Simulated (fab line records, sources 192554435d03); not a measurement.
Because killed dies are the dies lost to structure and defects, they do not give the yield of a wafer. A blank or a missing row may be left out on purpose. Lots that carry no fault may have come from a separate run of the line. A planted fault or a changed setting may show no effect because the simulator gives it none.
Matching of chambers | flow n5_finfet | 4 sister chambers for N5_BEOL_M7_DESCUM_16 on rie_diel-05
The step chemistry O2, time 7.9 s. 14 wafers are shown with their chamber, then 7 later ones without.

== WAFERS, EACH WITH ITS CHAMBER ==
wafer  | chamber | showerhead_plenum_p_Torr (Torr) | throttle_valve_pct (%) | rf_vpp_V (V)
L155.1 | 2       | 2.16                            | 20.75                  | 244.4
L155.4 | 0       | 2.01                            | 20.64                  | 241.2
L155.6 | 1       | 1.97                            | 20.02                  | 241.6
L159.3 | 3       | 2.16                            | 20.58                  | 243.8
L159.4 | 1       | 1.97                            | 20.05                  | 240.4
L159.5 | 3       | 2.16                            | 20.59                  | 244.0
L156.3 | 3       | 2.16                            | 20.60                  | 244.8
L156.5 | 0       | 2.00                            | 20.67                  | 241.9
L156.6 | 1       | 1.97                            | 20.01                  | 241.6
L164.1 | 2       | 2.15                            | 20.37                  | 243.3
L164.4 | 1       | 1.96                            | 20.06                  | 241.7
L164.6 | 0       | 2.00                            | 20.66                  | 241.6
L165.1 | 3       | 2.16                            | 20.61                  | 243.3
L165.3 | 1       | 1.96                            | 20.07                  | 242.7

SIGNATURES (averages over the wafers above)
reading                  | chamber 0 | chamber 1 | chamber 2 | chamber 3 | scatter within a chamber
showerhead_plenum_p_Torr | 2.0033    | 1.9660    | 2.1550    | 2.1600    | 0.00486
throttle_valve_pct       | 20.6567   | 20.0420   | 20.5600   | 20.5950   | 0.0871
rf_vpp_V                 | 241.567   | 241.600   | 243.850   | 243.975   | 0.684
Rule: a wafer lies at a distance from a chamber equal to the root of the sum of squares, over the readings, of (its reading less the chamber's mean, divided by the reading's scatter). If the next closest chamber is less than 2 further off than the closest, the wafer can't be placed; otherwise it belongs to the closest. How the scatter is found: for the shown wafers, subtract from each reading the mean of its chamber, square and add these, divide the total by (wafers less chambers), then take the root.

== WAFERS WITHOUT THEIR CHAMBER ==
wafer  | showerhead_plenum_p_Torr (Torr) | throttle_valve_pct (%) | rf_vpp_V (V)
L165.5 | 2.16                            | 20.61                  | 244.0
L170.2 | 2.15                            | 20.62                  | 243.0
L170.3 | 1.99                            | 20.68                  | 242.4
L170.6 | 2.15                            | 20.37                  | 244.4
L174.1 | 2.15                            | 20.40                  | 244.1
L174.3 | 1.99                            | 20.70                  | 240.8
L174.4 | 2.22                            | 19.73                  | 243.8

== THE CHAMBER EACH PASSED THROUGH ==
wafer  | from the rows above     | in truth
L165.5 | can't be placed: 3 or 2 | 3
L170.2 | can't be placed: 2 or 3 | 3
L170.3 | 0                       | 0
L170.6 | can't be placed: 2 or 3 | 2
L174.1 | can't be placed: 2 or 3 | 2
L174.3 | 0                       | 0
L174.4 | can't be placed: 3 or 2 | 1
Correctly placed: 2 of 7. Not placeable from these rows: 5 (in 4, the candidates include the true chamber). Wrongly placed: 0.
